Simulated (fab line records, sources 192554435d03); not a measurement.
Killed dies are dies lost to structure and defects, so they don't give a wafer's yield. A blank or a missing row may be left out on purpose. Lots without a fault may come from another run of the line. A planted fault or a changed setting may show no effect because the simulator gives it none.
fab line records | flow n5_finfet | part 2 of 2: steps 28 to 34 of 34
record lots=5 wafers=15 last_day=20
route steps=1938 shown BEOL_M14@1755 BEOL_M15@1773
lots that met no fault: from a run of the same line without faults
start_h: hours from the record's first day to the start of the lot's first wafer shown | wait_h: hours since the lot's step before | " the same as in the row above | L1.1+2: a row that stands for several wafers | - no value, or no start given | * or withheld: withheld | < > ~ a bound
route shown NAME@n: a module of which the file shows steps, and the number in the route of the first | usual: mean/standard deviation of fault-free wafers | same: alike in all rows | chamber/n: place in a boat | sites: the reading at each site | _std_site: their standard deviation | _edge_site: outer sites' mean less inner sites' | radius_mm: how far each site lies from the wafer's centre | mask NAME#n: copy n | behind: the tool/chamber that last shaped the wafer | hold: why the lot was held/for how many hours/how that ended | device: the transistor (n, p or np) that didn't switch | end of line: the same wafers' tests at the end of the route | a step without rows: its recipe alone | killed: dies lost to structure and defects at the first sort, not the wafer's yield | map: a wafer's dies, x killed, . not, _ none there
set.NAME: the setting as run; set.NAME@STEP: as run at that earlier step | model.NAME: the simulator's own value behind a step, which no gauge read
lots at some steps of the route; a table a step, a row a wafer
services: from which hour (start_h, from the record's first day; less than 0 if before it) a tool's chamber was out of use, for how many hours, and why
## steps
# step N5_BEOL_M15_HARDBAKE_14
# recipe temp_c=130 time_s=120
# columns lot.wafer tool chamber start_h wait_h
L077.1+3+4 litho_track-05 0 - -
L090.1+4+5 litho_track-04 0 - -
L092.3+4+5 litho_track-05 0 - -
L094.4+5+6 litho_track-03 0 - -
L096.1+4+5 litho_track-04 0 - -
# step N5_BEOL_M15_CD_MEAS_10
# recipe target_cd_nm=360 landing_energy_ev=500 detector=se_inlens polarity=opening
# usual cd_nm=360.0/1.2
# same landing_energy_ev=500
# columns lot.wafer tool chamber start_h wait_h cd_nm
L077.1 cd_sem-03 0 281.40 - 359.0
L077.3 " 0 " " 359.6
L077.4 " 0 " " 360.3
L090.1 cd_sem-03 0 395.51 - 361.0
L090.4 " 0 " " 361.3
L090.5 " 0 " " 361.1
L092.3 cd_sem-03 0 415.01 - 360.9
L092.4 " 0 " " 358.1
L092.5 " 0 " " 360.1
L094.4 cd_sem-01 0 423.54 - 358.8
L094.5 " 0 " " 359.7
L094.6 " 0 " " 360.7
L096.1 cd_sem-02 0 451.82 - 361.0
L096.4 " 0 " " 359.6
L096.5 " 0 " " 359.4
# step N5_BEOL_M15_OVL_MEAS_11
# recipe points_per_wafer=44
# usual V14_OVL=3/5.8
# columns lot.wafer tool chamber start_h wait_h V14_OVL[nm]
L077.1 overlay-02 0 281.43 0.0 0
L077.3 " 0 " " 6
L077.4 " 0 " " -1
L090.1 overlay-01 0 395.54 0.0 0
L090.4 " 0 " " 9
L090.5 " 0 " " -4
L092.3 overlay-02 0 415.04 0.0 -3
L092.4 " 0 " " 2
L092.5 " 0 " " 7
L094.4 overlay-02 0 423.57 0.0 -1
L094.5 " 0 " " -3
L094.6 " 0 " " 0
L096.1 overlay-02 0 451.85 0.0 -5
L096.4 " 0 " " -2
L096.5 " 0 " " -1
# step N5_BEOL_M15_INSPECT_12
# recipe mode=adi inspect_instrument=macro
# usual raw_defect_count=2.0/1.4
# columns lot.wafer tool chamber start_h wait_h raw_defect_count
L077.1 defect_inspect-01 - 281.45 0.0 2
L077.3 " - " " 3
L077.4 " - " " 0
L090.1 defect_inspect-02 - 395.57 0.0 5
L090.4 " - " " 3
L090.5 " - " " 3
L092.3 defect_inspect-01 - 415.06 0.0 0
L092.4 " - " " 1
L092.5 " - " " 1
L094.4 defect_inspect-01 - 423.60 0.0 2
L094.5 " - " " 1
L094.6 " - " " 2
L096.1 defect_inspect-02 - 451.87 0.0 1
L096.4 " - " " 0
L096.5 " - " " 1
# step N5_BEOL_M15_DESCUM_15
# recipe chemistry=O2 time_s=7.9 source_power_w=50 bias_power_w=20 pressure_mtorr=20 rf_frequency_hz=2.712e+07 temp_c=40 o2_flow_sccm=225
# usual drypump_motor_current_A=5.6/0.46 oes_product_au=0.81/0.083 rf_vpp_V=243.3/1.5 showerhead_plenum_p_Torr=2.10/0.083 throttle_valve_pct=20.45/0.19
# columns lot.wafer tool chamber start_h wait_h drypump_motor_current_A oes_product_au rf_hours_counter_h rf_vpp_V showerhead_plenum_p_Torr throttle_valve_pct
L077.1 rie_diel-02 2 281.49 0.0 6.0 0.72 196 243.8 2.18 20.60
L077.3 " 3 " " 5.8 0.75 123 240.4 2.01 20.79
L077.4 " 1 " " 6.3 0.87 41 243.3 2.13 20.21
L090.1 rie_diel-03 3 396.62 1.0 5.5 0.81 82 245.5 2.21 20.35
L090.4 " 0 " " 4.7 0.76 - 241.3 2.02 20.33
L090.5 " 2 " " 5.3 0.87 - 245.2 2.22 20.43
L092.3 rie_diel-02 1 415.16 0.1 6.3 0.82 80 243.5 2.12 20.26
L092.4 " 0 " " 5.6 0.82 93 241.8 2.04 20.48
L092.5 " 0 " " 5.7 0.81 - 242.3 2.04 20.48
L094.4 rie_diel-03 2 424.00 0.4 5.3 0.86 59 245.3 2.22 20.44
L094.5 " 1 " " 6.0 0.92 - 243.9 2.13 20.24
L094.6 " 0 " " 4.7 0.76 - 242.8 2.02 20.34
L096.1 rie_diel-06 1 451.91 0.0 5.6 0.93 20 243.7 2.14 20.53
L096.4 " 2 " " 6.4 0.68 233 241.7 1.98 20.39
L096.5 " 0 " " 5.2 0.83 - 242.7 2.03 20.35
# step N5_BEOL_M15_ETCH_59
# recipe chemistry=N2/H2 target=BARC target_depth_a=890 overetch_a=267 time_s=67.9 ion_energy_ev=200 pressure_mtorr=30 source_w=840 bias_w=150 n2_flow_sccm=200 h2_flow_sccm=200
# usual drypump_motor_current_A=5.6/0.46 oes_product_au=0.69/0.068 rf_vpp_V=524.1/2.8 showerhead_plenum_p_Torr=2.55/0.1 throttle_valve_pct=17.85/0.2
# columns lot.wafer tool chamber start_h wait_h drypump_motor_current_A oes_product_au rf_hours_counter_h rf_vpp_V showerhead_plenum_p_Torr throttle_valve_pct
L077.1 rie_diel-02 2 281.52 0.0 6.0 0.62 196 525.7 2.62 17.93
L077.3 " 3 " " 5.8 0.65 123 520.3 2.46 18.23
L077.4 " 1 " " 6.4 0.75 41 524.8 2.58 17.70
L090.1 rie_diel-03 3 396.65 0.0 5.5 0.70 82 526.0 2.68 17.76
L090.4 " 0 " " 4.7 0.66 - 520.3 2.46 17.70
L090.5 " 2 " " 5.3 0.74 - 527.3 2.69 17.81
L092.3 rie_diel-02 1 415.20 0.0 6.3 0.71 80 524.9 2.57 17.77
L092.4 " 0 " " 5.6 0.69 93 521.0 2.46 17.78
L092.5 " 0 " " 5.7 0.70 - 521.6 2.46 17.78
L094.4 rie_diel-03 2 424.04 0.0 5.3 0.73 59 528.7 2.69 17.82
L094.5 " 1 " " 6.0 0.77 - 525.0 2.59 17.78
L094.6 " 0 " " 4.8 0.65 - 520.9 2.45 17.72
L096.1 rie_diel-06 1 451.94 0.0 5.6 0.79 20 525.4 2.60 17.93
L096.4 " 2 " " 6.5 0.60 233 519.3 2.40 17.80
L096.5 " 0 " " 5.1 0.70 - 522.2 2.46 17.73
# step N5_BEOL_M15_VIA_ETCH_16
# recipe chemistry=C4F8/O2/Ar target=SiO2 he_inner_torr=15 he_outer_torr=30 target_depth_a=17922 time_s=withheld ion_energy_ev=800 pressure_mtorr=20 source_w=1905 bias_w=2040 Ar_flow_sccm=400 C4F8_flow_sccm=16 O2_flow_sccm=12 ends=cleared
# usual drypump_motor_current_A=5.6/0.46 oes_product_au=0.73/0.075 rf_vpp_V=2219/20 showerhead_plenum_p_Torr=3.45/0.12 throttle_valve_pct=30.90/0.18
# columns lot.wafer tool chamber start_h wait_h drypump_motor_current_A oes_product_au rf_vpp_V showerhead_plenum_p_Torr throttle_valve_pct
L077.1 rie_diel-02 2 281.57 0.0 6.0 0.64 2229 3.55 30.95
L077.3 " 3 " " 5.8 0.68 2195 3.32 31.23
L077.4 " 1 " " 6.4 0.78 2215 3.51 30.87
L090.1 rie_diel-03 3 396.70 0.0 5.5 0.74 2242 3.60 30.68
L090.4 " 0 " " 4.7 0.69 2213 3.34 30.79
L090.5 " 2 " " 5.3 0.79 2246 3.62 30.82
L092.3 rie_diel-02 1 415.25 0.0 6.3 0.74 2211 3.49 30.92
L092.4 " 0 " " 5.6 0.74 2193 3.34 30.94
L092.5 " 0 " " 5.7 0.74 2196 3.34 30.91
L094.4 rie_diel-03 2 424.09 0.0 5.3 0.78 2245 3.61 30.88
L094.5 " 1 " " 6.0 0.84 2243 3.50 30.82
L094.6 " 0 " " 4.8 0.69 2213 3.34 30.80
L096.1 rie_diel-06 1 452.00 0.0 5.6 0.82 2242 3.50 30.93
L096.4 " 2 " " 6.5 0.62 2196 3.27 30.72
L096.5 " 0 " " 5.2 0.74 2197 3.36 30.93
## services
# columns tool chamber start_h hours kind
ecd_cu-01 - 258.37 2.3 repair
rie_diel-03 1 260.48 6.6 repair
cmp-01 - 262.96 1.1 repair
pvd_sputter-02 - 265.13 12.8 repair
ecd_cu-01 - 307.20 2.7 repair
pecvd-02 - 309.13 1.0 repair
rie_diel-05 2 313.06 5.9 repair
rie_diel-03 3 318.68 3.2 repair
wet_bench-05 - 320.15 1.9 pm
krf_scanner-02 - 366.71 1.0 pm
rie_diel-03 2 381.01 1.2 repair
ecd_cu-01 - 381.78 3.5 pm
rie_diel-02 - 383.04 0.7 repair
ecd_cu-01 - 387.26 2.6 repair
rie_diel-03 1 388.62 8.8 repair
krf_scanner-02 - 389.97 0.8 pm
rie_diel-05 - 414.47 4.0 pm
krf_scanner-02 - 417.80 1.3 pm
rie_diel-05 - 418.47 2.8 pm
pecvd-04 - 424.65 5.5 pm
rie_diel-05 0 428.66 5.9 repair
rie_diel-02 2 428.98 2.7 repair
pecvd-02 - 440.61 0.8 repair
wet_bench-03 - 450.61 1.6 repair
